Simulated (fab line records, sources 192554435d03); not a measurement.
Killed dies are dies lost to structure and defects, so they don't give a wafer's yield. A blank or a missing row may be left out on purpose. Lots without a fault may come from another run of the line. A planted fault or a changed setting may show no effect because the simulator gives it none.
Which tool did it? | flow n5_finfet | 11 lots, 27 wafers sampled, at 7 steps of a route of 1938

WHAT THE GAUGES READ, wafer by wafer
N5_BEOL_M3_THK_MEAS_53: measures by xrf. Usual: M3_THK 41.4 nm, standard deviation 2.
lot  | measured     | on            | M3_THK (nm)    | flag
L470 | day 8 01:23  | film_metro-02 | 39.1 38.6 40.2 |
L472 | day 8 14:31  | film_metro-01 | 40.7 42.5 43.4 |
L473 | day 8 19:44  | film_metro-01 | 40.2 39.2 41.0 |
L474 | day 9 05:32  | film_metro-02 | 43.0 45.7 40.7 |
L475 | day 9 09:37  | film_metro-01 | 42.9 41.6 44.7 |
L476 | day 9 11:31  | film_metro-02 | 38.6 36.9      |
L480 | day 10 16:42 | film_metro-02 | 43.9 44.0      |
L481 | day 11 12:22 | film_metro-02 | 43.0 43.1      |
L483 | day 11 21:38 | film_metro-02 | 41.7 38.7      |
L485 | day 12 00:03 | film_metro-02 | 163.3 42.3     | OFF
L487 | day 12 03:22 | film_metro-01 | 152.2 42.2     | OFF

N5_BEOL_M3_INSPECT_59: inspects for defects (darkfield). Usual: raw_defect_count 76, standard deviation 23.
lot  | measured     | on                | raw_defect_count | flag
L470 | day 8 01:40  | defect_inspect-01 | 53 49 70         |
L472 | day 8 14:58  | defect_inspect-01 | 56 59 42         |
L473 | day 8 20:01  | defect_inspect-01 | 108 64 51        |
L474 | day 9 05:49  | defect_inspect-01 | 62 73 61         |
L475 | day 9 09:54  | defect_inspect-01 | 54 67 72         |
L476 | day 9 11:52  | defect_inspect-02 | 73 90            |
L480 | day 10 16:59 | defect_inspect-01 | 73 109           |
L481 | day 11 12:41 | defect_inspect-02 | 113 115          |
L483 | day 11 21:56 | defect_inspect-02 | 58 44            |
L485 | day 12 00:20 | defect_inspect-01 | 4954 76          | OFF
L487 | day 12 03:39 | defect_inspect-01 | 5087 72          | OFF

N5_BEOL_M4_RC_MEAS_101. Usual: DIBL_N 36.0 mV/V, standard deviation 2; DIBL_P 35.9 mV/V, standard deviation 2.5; IOFF_N 0.16 nA/um, standard deviation 0.038; IOFF_P 0.21 nA/um, standard deviation 0.04; ION_N 675 uA/um, standard deviation 14; ION_P 462 uA/um, standard deviation 9.4; SS_N 71.5 mV/dec, standard deviation 0.75; SS_P 73.2 mV/dec, standard deviation 0.74; VT_N 250 mV, standard deviation 3.9; VT_P -251 mV, standard deviation 3.2.
lot  | measured     | on        | DIBL_N (mV/V)  | DIBL_P (mV/V)  | IOFF_N (nA/um) | IOFF_P (nA/um) | ION_N (uA/um) | ION_P (uA/um) | SS_N (mV/dec)  | SS_P (mV/dec)  | VT_N (mV)   | VT_P (mV)      | flag
L470 | day 8 14:39  | prober-01 | 36.7 37.8 34.0 | 37.6 38.4 33.3 | 0.18 0.21 0.13 | 0.24 0.24 0.16 | 670 678 667   | 463 455 459   | 72.8 73.3 72.2 | 73.0 74.1 73.1 | 249 250 257 | -249 -249 -254 |
L472 | day 9 00:43  | prober-02 | 36.9 37.0 37.0 | 37.7 39.5 38.4 | 0.20 0.18 0.18 | 0.25 0.28 0.26 | 705 681 692   | 478 474 479   | 71.5 71.4 71.2 | 73.2 74.4 73.7 | 244 249 247 | -246 -249 -248 |
L473 | day 9 08:00  | prober-02 | 32.5 35.9 35.7 | 32.2 35.1 35.0 | 0.11 0.15 0.15 | 0.16 0.19 0.18 | 679 676 675   | 473 460 464   | 69.6 70.2 70.1 | 71.7 73.4 72.7 | 256 251 251 | -251 -251 -249 |
L474 | day 9 13:16  | prober-01 | 34.7 35.0 37.0 | 33.1 34.7 35.0 | 0.14 0.15 0.18 | 0.18 0.20 0.20 | 668 675 661   | 461 464 456   | 71.0 71.1 73.0 | 72.9 73.1 73.8 | 250 249 249 | -253 -250 -250 |
L475 | day 9 20:21  | prober-02 | 35.6 34.8 35.3 | 34.3 33.3 34.1 | 0.16 0.13 0.14 | 0.23 0.22 0.23 | 701 683 686   | 483 475 472   | 71.3 69.7 70.6 | 72.8 72.4 72.8 | 243 248 248 | -245 -248 -247 |
L476 | day 10 00:16 | prober-01 | 35.4 37.5      | 34.6 39.3      | 0.14 0.18      | 0.15 0.25      | 656 675       | 445 459       | 71.9 71.5      | 72.7 73.4      | 252 247     | -257 -250      |
L480 | day 11 03:13 | prober-01 | 37.8 35.9      | 37.0 37.3      | 0.22 0.17      | 0.23 0.24      | 678 665       | 454 459       | 72.3 71.3      | 73.3 73.5      | 245 249     | -250 -245      |
L481 | day 12 04:47 | prober-02 | 35.2 32.2      | 36.0 30.1      | 0.17 0.10      | 0.22 0.13      | 695 655       | 472 448       | 71.0 70.8      | 73.5 71.6      | 248 257     | -248 -258      |
L483 | day 12 08:29 | prober-01 | 34.9 39.8      | 34.7 40.8      | 0.13 0.25      | 0.18 0.29      | 658 683       | 448 465       | 72.0 72.4      | 73.1 74.8      | 254 242     | -253 -246      |
L485 | day 12 09:32 | prober-02 | 34.4           | 34.7           | 0.13           | 0.19           | 673           | 464           | 70.6           | 72.5           | 252         | -252           |
L487 | day 12 12:52 | prober-01 | 31.9           | 32.6           | 0.09           | 0.15           | 660           | 463           | 70.5           | 71.4           | 258         | -256           |

WHICH TOOL RAN EACH LOT (tool, then ch and the chambers of the sampled wafers, then the start)
lot  | N5_BEOL_M3_SPUTTER_86        | N5_BEOL_M3_SPUTTER_90        | N5_BEOL_M3_SPUTTER_94        | N5_BEOL_M3_CMP_52
L470 | pvd_sputter-01, day 7 23:30  | pvd_sputter-01, day 7 23:56  | pvd_sputter-01, day 8 00:23  | cmp-01 ch 0,1,2, day 8 01:12
L472 | pvd_sputter-01, day 8 12:36  | pvd_sputter-01, day 8 13:02  | pvd_sputter-01, day 8 13:29  | cmp-04 ch 0,1, day 8 14:13
L473 | pvd_sputter-01, day 8 17:34  | pvd_sputter-01, day 8 18:01  | pvd_sputter-01, day 8 18:27  | cmp-04 ch 1,3, day 8 19:26
L474 | pvd_sputter-01, day 9 03:39  | pvd_sputter-01, day 9 04:05  | pvd_sputter-01, day 9 04:32  | cmp-01 ch 0,1, day 9 05:17
L475 | pvd_sputter-02, day 9 06:59  | pvd_sputter-02, day 9 07:26  | pvd_sputter-02, day 9 07:52  | cmp-04 ch 0,1,3, day 9 09:19
L476 | pvd_sputter-03, day 9 09:38  | pvd_sputter-03, day 9 10:05  | pvd_sputter-03, day 9 10:31  | cmp-01 ch 0,3, day 9 11:14
L480 | pvd_sputter-02, day 10 14:49 | pvd_sputter-02, day 10 15:15 | pvd_sputter-02, day 10 15:41 | cmp-04 ch 0,1, day 10 16:29
L481 | pvd_sputter-01, day 11 10:30 | pvd_sputter-01, day 11 10:56 | pvd_sputter-01, day 11 11:23 | cmp-04 ch 1,2, day 11 12:13
L483 | pvd_sputter-03, day 11 19:45 | pvd_sputter-03, day 11 20:11 | pvd_sputter-03, day 11 20:38 | cmp-01 ch 2,3, day 11 21:23
L485 | pvd_sputter-01, day 11 22:09 | pvd_sputter-01, day 11 22:35 | pvd_sputter-01, day 11 23:02 | cmp-01 ch 0,1, day 11 23:45
L487 | pvd_sputter-01, day 12 01:28 | pvd_sputter-01, day 12 01:55 | pvd_sputter-01, day 12 02:21 | cmp-01 ch 0,2, day 12 03:04
- N5_BEOL_M3_SPUTTER_86: material Cu, target thk 4.5 nm, time 8.29 s.
- N5_BEOL_M3_SPUTTER_90: material Cu, target thk 4.5 nm, time 8.29 s.
- N5_BEOL_M3_SPUTTER_94: material Cu, target thk 4.5 nm, time 8.29 s.
- N5_BEOL_M3_CMP_52: polishes, stops on SiOC, t overpolish 6.8 s, target thk 40 nm.

WHAT THE TOOLS THEMSELVES READ (means of the sampled wafers that have a number; where no wafer has one, the mark that the record gives instead)
N5_BEOL_M3_SPUTTER_86. Usual: chuck_sensor_temp_C -16.0 C, standard deviation 0.52; throttle_valve_pct 29.8 %, standard deviation 0.85.
lot  | tool           | chuck_sensor_temp_C (C) | throttle_valve_pct (%) | flag
L470 | pvd_sputter-01 | -15.6                   | 29.5                   |
L472 | pvd_sputter-01 | -15.4                   | 29.3                   |
L473 | pvd_sputter-01 | -15.9                   | 29.4                   |
L474 | pvd_sputter-01 | -15.8                   | 29.2                   |
L475 | pvd_sputter-02 | -16.2                   | 30.0                   |
L476 | pvd_sputter-03 | -16.4                   | 30.9                   |
L480 | pvd_sputter-02 | -16.8                   | 29.4                   |
L481 | pvd_sputter-01 | -15.8                   | 29.8                   |
L483 | pvd_sputter-03 | -16.6                   | 31.1                   |
L485 | pvd_sputter-01 | -15.4                   | 29.5                   |
L487 | pvd_sputter-01 | -15.8                   | 29.8                   |

N5_BEOL_M3_SPUTTER_90. Usual: chuck_sensor_temp_C -16.0 C, standard deviation 0.53; throttle_valve_pct 29.7 %, standard deviation 0.85.
lot  | tool           | chuck_sensor_temp_C (C) | throttle_valve_pct (%) | flag
L470 | pvd_sputter-01 | -15.6                   | 29.4                   |
L472 | pvd_sputter-01 | -15.7                   | 29.5                   |
L473 | pvd_sputter-01 | -15.7                   | 29.1                   |
L474 | pvd_sputter-01 | -15.8                   | 29.2                   |
L475 | pvd_sputter-02 | -16.2                   | 30.0                   |
L476 | pvd_sputter-03 | -16.3                   | 30.7                   |
L480 | pvd_sputter-02 | -16.6                   | 29.2                   |
L481 | pvd_sputter-01 | -15.7                   | 29.6                   |
L483 | pvd_sputter-03 | -16.8                   | 30.9                   |
L485 | pvd_sputter-01 | -15.4                   | 29.6                   |
L487 | pvd_sputter-01 | -15.8                   | 29.8                   |

N5_BEOL_M3_SPUTTER_94. Usual: chuck_sensor_temp_C -16.0 C, standard deviation 0.5; throttle_valve_pct 29.8 %, standard deviation 0.88.
lot  | tool           | chuck_sensor_temp_C (C) | throttle_valve_pct (%) | flag
L470 | pvd_sputter-01 | -15.6                   | 29.3                   |
L472 | pvd_sputter-01 | -15.6                   | 29.4                   |
L473 | pvd_sputter-01 | -15.9                   | 29.0                   |
L474 | pvd_sputter-01 | -15.8                   | 29.2                   |
L475 | pvd_sputter-02 | -16.2                   | 29.9                   |
L476 | pvd_sputter-03 | -16.2                   | 31.0                   |
L480 | pvd_sputter-02 | -16.7                   | 29.4                   |
L481 | pvd_sputter-01 | -15.8                   | 29.7                   |
L483 | pvd_sputter-03 | -16.6                   | 30.9                   |
L485 | pvd_sputter-01 | -15.4                   | 29.4                   |
L487 | pvd_sputter-01 | -15.8                   | 29.7                   |

N5_BEOL_M3_CMP_52. Usual: barrier_field_endpoint_s 24.9 s, standard deviation 0.89; clearing_platen_down_force_psi 1.500 psi, standard deviation 0.0031; motor_current_A 6.3 A, standard deviation 0.58; overpolish_run_s 6.799 s, standard deviation 0.0097; slurry_flow_ml_min 150.1, standard deviation 0.45; time_to_endpoint_s 64 s, standard deviation 4.5.
lot  | tool   | barrier_field_endpoint_s (s) | clearing_platen_down_force_psi (psi) | motor_current_A (A) | overpolish_run_s (s) | slurry_flow_ml_min | time_to_endpoint_s (s) | flag
L470 | cmp-01 | 23.8                         | 1.498                                | 6.3                 | 6.801                | 150.2              | 60                     |
L472 | cmp-04 | 26.3                         | 1.500                                | 6.2                 | 6.809                | 150.2              | 69                     |
L473 | cmp-04 | 25.0                         | 1.498                                | 6.3                 | 6.795                | 150.1              | 67                     |
L474 | cmp-01 | 24.7                         | 1.501                                | 7.1                 | 6.802                | 150.1              | 65                     |
L475 | cmp-04 | 25.4                         | 1.500                                | 6.5                 | 6.799                | 150.3              | 68                     |
L476 | cmp-01 | 23.5                         | 1.501                                | 6.6                 | 6.796                | 150.2              | 58                     |
L480 | cmp-04 | 26.7                         | 1.498                                | 6.6                 | 6.806                | 150.2              | 70                     |
L481 | cmp-04 | 25.1                         | 1.501                                | 6.3                 | 6.812                | 150.5              | 68                     |
L483 | cmp-01 | 25.5                         | 1.504                                | 6.2                 | 6.792                | 149.9              | 66                     |
L485 | cmp-01 | 33.1                         | 1.501                                | 6.8                 | 3.415                | 150.3              | 72                     | OFF
L487 | cmp-01 | 32.8                         | 1.499                                | 5.8                 | 3.424                | 149.7              | 70                     | OFF

THE ANSWER, worked out from the rows above alone
Rule: a lot is off if the mean of its wafers that have a number lies more than 3 standard deviations from the usual mean. A lot without any number at a reading at which 4 lots or more have one is off too. The other lots that the step has rows for count as sound. The gauges are gone through in route order, then the tools' own readings, and for those a lot's mean is taken as printed above. The first step at which some lot is off is used, and at that step the reading that is off furthest; a lot without a number counts as furthest.
Off: L485, L487, at N5_BEOL_M3_THK_MEAS_53 (M3_THK).
A tool fits if, at a process step before that reading, it ran every lot that is off, and no sound lot after the first of them. The gauges at N5_BEOL_M3_THK_MEAS_53 aren't tried: what is off there is off at N5_BEOL_M3_INSPECT_59 too, on other tools, and a gauge's error can't cause that. Can't be told from this: 2 tools fit, pvd_sputter-01 at N5_BEOL_M3_SPUTTER_86 and N5_BEOL_M3_SPUTTER_90 and N5_BEOL_M3_SPUTTER_94, cmp-01 at N5_BEOL_M3_CMP_52.

WHAT THE SIMULATOR HAD PUT IN
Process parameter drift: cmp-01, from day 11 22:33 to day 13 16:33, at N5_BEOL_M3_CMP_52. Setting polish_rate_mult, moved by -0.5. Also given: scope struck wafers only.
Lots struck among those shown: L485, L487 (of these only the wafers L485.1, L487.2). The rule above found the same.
